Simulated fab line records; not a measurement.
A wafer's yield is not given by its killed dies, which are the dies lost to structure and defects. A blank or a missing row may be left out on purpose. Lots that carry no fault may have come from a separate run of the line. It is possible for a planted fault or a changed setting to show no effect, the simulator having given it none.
Which tool was responsible? ; flow n5-finfet ; 17 wafers from 6 lots sampled at 5 of the route's 1938 steps

== WHAT THE GAUGES READ, wafer by wafer ==
N5_HKMG_FIN_INSPECT_61: inspects for defects (macro).
lot;measured;on;raw-defect-count
L531;day 4 20:37;defect-inspect-01;0 3 0
L534;day 5 17:04;defect-inspect-02;1 2 4
L536;day 6 09:45;defect-inspect-02;1 4 3
L539;day 6 23:09;defect-inspect-02;4 2
L547;day 9 00:35;defect-inspect-02;>300 >300 >300
L549;day 9 14:22;defect-inspect-01;>300 >300 >300

== WHICH TOOL RAN EACH LOT (tool, then ch and the chambers of the sampled wafers, then the start) ==
lot;N5_SDB_CMP_30;N5_HKMG_FIN_HK_ALD_01;N5_HKMG_FIN_HK_ANNEAL_02;N5_HKMG_FIN_ALD_75
L531;cmp-04 ch 0,1, day 4 18:42;ald-hk-03 ch 0,2,3, day 4 19:37;rtp-anneal-02 ch 0, day 4 19:49;ald-hk-01 ch 0,1, day 4 20:05
L534;cmp-04 ch 0,2,3, day 5 15:16;ald-hk-03 ch 2,3, day 5 16:12;rtp-anneal-02 ch 0, day 5 16:23;ald-hk-01 ch 2,3, day 5 16:40
L536;cmp-04 ch 2,3, day 6 07:55;ald-hk-03 ch 1,2, day 6 08:49;rtp-anneal-01 ch 0, day 6 09:07;ald-hk-03 ch 0,1, day 6 09:21
L539;cmp-04 ch 1,2, day 6 21:10;ald-hk-01 ch 1,2, day 6 22:06;rtp-anneal-01 ch 0, day 6 22:22;ald-hk-02 ch 0,3, day 6 22:38
L547;cmp-04 ch 0,1,2, day 8 22:47;ald-hk-01 ch 2,3, day 8 23:43;rtp-anneal-01 ch 0, day 8 23:59;ald-hk-02 ch 0,1,3, day 9 00:11
L549;cmp-03 ch 0,1,3, day 9 12:25;ald-hk-01 ch 0,1,3, day 9 13:19;rtp-anneal-01 ch 0, day 9 13:32;ald-hk-02 ch 1,2,3, day 9 13:50
- N5_SDB_CMP_30: polishes, stops on poly-Si, t overpolish 1.54 s, target thk 30 nm.
- N5_HKMG_FIN_HK_ALD_01: deposits HfO2, target thk 1.6 nm, pulse time 3 s, purge time 3 s.
- N5_HKMG_FIN_HK_ANNEAL_02: time 30 s.
- N5_HKMG_FIN_ALD_75: deposits Al2O3, target thk 1 nm, co reactant pulse time 1 s.

== THE ANSWER, worked out from the rows above alone ==
Rule: what is usual is taken from the lots themselves. Put in order of their means at a reading, lots are off if they are a third of the lots or fewer, leave a main group of 4 or more, and stand apart from it by a gap of 3 or more times the standard deviation of the main group's means; of several such gaps the widest counts. The tables above print the reading to a certain number of digits; a main group whose means all agree to those digits is not used. A lot without any number at a reading at which 4 lots or more have one is off too. The other lots that the step has rows for count as sound.
Off: L547, L549 (N5_HKMG_FIN_INSPECT_61, raw-defect-count). Without a number there: L547, L549. Main group: mean 2.2, sd 0.76.
A tool fits if, at a process step before that reading, it ran every lot that is off, and no sound lot after the first of them. Those tools and the gauges at N5_HKMG_FIN_INSPECT_61 are tried in the same way. Can't be told from this: 3 tools fit, ald-hk-01 at N5_HKMG_FIN_HK_ALD_01, rtp-anneal-01 at N5_HKMG_FIN_HK_ANNEAL_02, ald-hk-02 at N5_HKMG_FIN_ALD_75.

== WHAT THE SIMULATOR HAD PUT IN ==
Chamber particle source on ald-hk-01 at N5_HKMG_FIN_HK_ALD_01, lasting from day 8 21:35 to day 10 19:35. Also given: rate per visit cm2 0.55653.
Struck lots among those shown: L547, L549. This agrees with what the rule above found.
